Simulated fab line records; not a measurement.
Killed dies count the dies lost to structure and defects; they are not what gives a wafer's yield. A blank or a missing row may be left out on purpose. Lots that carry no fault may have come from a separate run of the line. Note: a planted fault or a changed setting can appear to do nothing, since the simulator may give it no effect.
Chamber matching    flow n5_finfet    N5_BEOL_M7_CURE_75 on uv_cure-02: 3 sister chambers
The step cures SiCOH lowk, time 120 s. 24 wafers are shown with their chamber, then 12 later ones without.

WAFERS WITH THEIR CHAMBER
wafer   chamber  lamp_power_pct (%)  wafer_temp_C_max
L075.2  1        52.38               371.9
L075.3  1        52.23               372.1
L075.4  1        52.36               373.0
L076.1  2        52.25               371.5
L076.2  2        52.32               371.6
L076.4  2        52.35               372.5
L081.1  1        52.28               371.7
L081.3  1        52.39               371.9
L081.6  1        52.40               372.2
L082.1  0        52.33               371.6
L082.3  0        52.21               372.0
L082.4  0        52.34               372.3
L080.3  2        52.31               372.1
L080.5  2        52.30               372.7
L080.6  2        52.33               372.5
L083.1  2        52.34               371.5
L083.4  2        52.34               371.6
L083.6  2        52.41               371.4
L084.1  1        52.23               371.9
L084.2  1        52.29               371.8
L084.4  1        52.32               372.1
L087.2  2        52.34               371.9
L087.3  2        52.40               372.6
L087.5  2        52.23               371.8

SIGNATURES, as means of the wafers listed above
reading           chamber 0  chamber 1  chamber 2  scatter within a chamber
lamp_power_pct    52.2933    52.3200    52.3267    0.0599
wafer_temp_C_max  371.967    372.067    371.975    0.437
Rule: a wafer lies at a distance from a chamber equal to the root of the sum of squares, over the readings, of (its reading less the chamber's mean, divided by the reading's scatter). The wafer belongs to the nearest chamber; if the next one is less than 2 further off, it can't be placed. How the scatter is found: for the shown wafers, subtract from each reading the mean of its chamber, square and add these, divide the total by (wafers less chambers), then take the root.

WAFERS WITHOUT THEIR CHAMBER
wafer   lamp_power_pct (%)  wafer_temp_C_max
L089.2  52.33               371.3
L089.4  52.35               372.4
L089.5  52.25               371.3
L090.1  52.23               371.5
L090.4  52.33               372.3
L090.5  52.39               372.0
L093.1  52.23               372.8
L093.3  52.41               372.4
L093.5  52.29               373.1
L095.1  52.40               371.5
L095.2  52.27               371.8
L095.4  52.29               372.5

WHICH CHAMBER EACH ONE RAN IN
wafer   from the rows above           in truth
L089.2  can't be placed: 2 or 0 or 1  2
L089.4  can't be placed: 1 or 2 or 0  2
L089.5  can't be placed: 0 or 2 or 1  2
L090.1  can't be placed: 0 or 2 or 1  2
L090.4  can't be placed: 1 or 2 or 0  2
L090.5  can't be placed: 2 or 1 or 0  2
L093.1  can't be placed: 0 or 1 or 2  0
L093.3  can't be placed: 1 or 2 or 0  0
L093.5  can't be placed: 1 or 0 or 2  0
L095.1  can't be placed: 2 or 1 or 0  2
L095.2  can't be placed: 0 or 2 or 1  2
L095.4  can't be placed: 1 or 0 or 2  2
0 of 12 placed correctly. These rows do not allow placing 12 (true chamber among the candidates in 12). Number placed wrongly: 0.
